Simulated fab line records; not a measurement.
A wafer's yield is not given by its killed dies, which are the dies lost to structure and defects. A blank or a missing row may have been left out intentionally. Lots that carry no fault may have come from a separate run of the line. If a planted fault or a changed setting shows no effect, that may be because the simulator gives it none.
Split-lot experiment	flow n5-finfet	7 lots, 21 wafers read, on a route of 1938 steps

## ABOUT THE SPLIT
At N5_SDB_ALD_29 (deposits SiNx, target thk 30 nm, pulse time 1 s, ald cycles 600), the setting ald-cycles was moved away from the recipe's 600 on 7 of the 21 wafers read, by -9.0% to +15.5%. All remaining wafers had this setting at the recipe value.

The reading is taken at the split's own step.

## THE READING
SiNx_of_SDB_ALD_29.thk-nm (the simulator's own value, which no gauge read), in nm, at N5_SDB_ALD_29 (deposits SiNx, target thk 30 nm, pulse time 1 s, ald cycles 600). The file gives no usual value for it. Here, 14 wafers ran the recipe; their average is 30.0 nm with a standard deviation of 0.13 nm.

wafer	tool, chamber at the split	ald-cycles as run	against the recipe	SiNx_of_SDB_ALD_29.thk-nm, nm	against lot-mates on the recipe
L075.1	ald-sin-04, 3,2,1	600	recipe	29.8	-
L075.2	ald-sin-04, 3,2,1	600	recipe	29.8	-
L075.3	ald-sin-04, 3,2,1	600	recipe	29.8	-
L076.3	ald-sin-01, 3,0	693	+15.5%	34.8	+4.8
L076.4	ald-sin-01, 3,0	693	+15.5%	34.8	+4.8
L076.6	ald-sin-01, 1	600	recipe	30	-
L081.1	ald-sin-04, 2	546	-9.0%	27.4	-2.6
L081.2	ald-sin-04, 1	546	-9.0%	27.2	-2.8
L081.3	ald-sin-04, 3	600	recipe	30	-
L083.1	ald-sin-02, 3	574	-4.3%	28.8	-1.2
L083.2	ald-sin-02, 0,2	600	recipe	30	-
L083.3	ald-sin-02, 0,2	600	recipe	30	-
L086.3	ald-sin-02, 0,2	600	recipe	29.8	-
L086.6	ald-sin-02, 0,2	600	recipe	29.8	-
L086.4	ald-sin-02, 2	560	-6.7%	28	-1.8
L089.1	ald-sin-04, 0	676	+12.7%	33.8	+3.8
L089.3	ald-sin-04, 2,3	600	recipe	30	-
L089.4	ald-sin-04, 2,3	600	recipe	30	-
L090.4	ald-sin-01, 2	600	recipe	30	-
L090.5	ald-sin-01, 0,1	600	recipe	30.2	-
L090.6	ald-sin-01, 0,1	600	recipe	30.2	-
Rows listing several chambers each stand for several wafers; the file does not say which wafer went through which chamber.

FIT RESULTS
A straight line over all 21 wafers: SiNx_of_SDB_ALD_29.thk-nm changes by +0.305 nm for each +1% of ald-cycles; r = +1.00; the points scatter about the line by 0.13 nm.
The same after taking each lot's own level away (the mean of its wafers on the recipe; 21 wafers): +0.303 nm for each +1%; r = +1.00; scatter 0.079 nm.
On that fit, the largest move of ald-cycles shifts the reading by 4.7 nm.
Measured against the standard deviation above, the lots' own levels, which go from 29.80 to 30.13 nm, span 2.5 times it.
So the lot-to-lot level changes the slope little: the two slopes agree.
Check: +4.69 nm against its lot-mates is what the line predicts for one of the wafers moved furthest among these (+15.5%) when that wafer is left out of the fit. Against them it came out at +4.8 nm.

## THE WHOLE CHAIN: every reading that the file lists as answering this split, in the file's order
step	what it does	reading	change (the file's fit)	r (the file's)
N5_SDB_ALD_29	deposits SiNx, target thk 30 nm, pulse time 1 s, ald cycles 600	SiNx_of_SDB_ALD_29.thk-nm (the simulator's own value, which no gauge read)	+0.301 nm for each +1% of the setting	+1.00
N5_SDB_CMP_30	polishes, stops on poly-Si, t overpolish 1.54 s, target thk 30 nm	SiNx_of_SDB_ALD_29.thk-nm (the simulator's own value, which no gauge read)	not straight: 27.3 at the lowest setting, 29.96 at the recipe, 29.3 at the highest	not given

## THE FILE'S OWN FIT
SiNx_of_SDB_ALD_29.thk-nm changes by +0.301 nm for each +1% of ald-cycles, r = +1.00.
